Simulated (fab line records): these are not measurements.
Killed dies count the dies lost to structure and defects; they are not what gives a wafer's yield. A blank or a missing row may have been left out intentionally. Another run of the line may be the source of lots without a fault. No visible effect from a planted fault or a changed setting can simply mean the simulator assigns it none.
Matching of chambers || flow nand_harc || NHARC_P_BONDPAD_ACTIVATE_29 on rie_diel-12 has 4 sister chambers
The step chemistry N2, time 60 s. 4 wafers are shown with their chamber, then 9 later ones without.

WAFERS WITH THEIR CHAMBER
{"wafer": "L744.6", "chamber": 2, "showerhead_plenum_p_Torr (Torr)": 1.80}
{"wafer": "L746.1", "chamber": 3, "showerhead_plenum_p_Torr (Torr)": 1.65}
{"wafer": "L746.4", "chamber": 1, "showerhead_plenum_p_Torr (Torr)": 1.74}
{"wafer": "L746.5", "chamber": 0, "showerhead_plenum_p_Torr (Torr)": 1.88}

WAFERS WITH NO CHAMBER GIVEN
{"wafer": "L753.2", "showerhead_plenum_p_Torr (Torr)": 1.64}
{"wafer": "L753.3", "showerhead_plenum_p_Torr (Torr)": 1.80}
{"wafer": "L753.6", "showerhead_plenum_p_Torr (Torr)": 1.88}
{"wafer": "L757.2", "showerhead_plenum_p_Torr (Torr)": 1.80}
{"wafer": "L757.5", "showerhead_plenum_p_Torr (Torr)": 1.80}
{"wafer": "L757.6", "showerhead_plenum_p_Torr (Torr)": 1.64}
{"wafer": "L758.4", "showerhead_plenum_p_Torr (Torr)": 1.80}
{"wafer": "L758.5", "showerhead_plenum_p_Torr (Torr)": 1.88}
{"wafer": "L758.6", "showerhead_plenum_p_Torr (Torr)": 1.64}

WHICH CHAMBER EACH ONE RAN IN
{"wafer": "L753.2", "from the rows above": 3, "in truth": 3}
{"wafer": "L753.3", "from the rows above": 2, "in truth": 2}
{"wafer": "L753.6", "from the rows above": 0, "in truth": 0}
{"wafer": "L757.2", "from the rows above": 2, "in truth": 2}
{"wafer": "L757.5", "from the rows above": 2, "in truth": 2}
{"wafer": "L757.6", "from the rows above": 3, "in truth": 3}
{"wafer": "L758.4", "from the rows above": 2, "in truth": 2}
{"wafer": "L758.5", "from the rows above": 0, "in truth": 0}
{"wafer": "L758.6", "from the rows above": 3, "in truth": 3}
9 of 9 placed correctly. Number that these rows cannot place: 0. Placed wrongly: 0.
How it was worked out, from the rows above alone: a wafer's distance from a chamber is the root of the sum, over the readings, of the square of ((its reading less the chamber's mean) divided by the reading's scatter). The wafer belongs to the nearest chamber; if the next one is less than 2 further off, it can't be placed. The mean given for a chamber averages the wafers shown for that chamber. The scatter (one wafer shown for each chamber): square how far every hidden wafer sits from the nearest shown wafer, average those squares and take the square root.
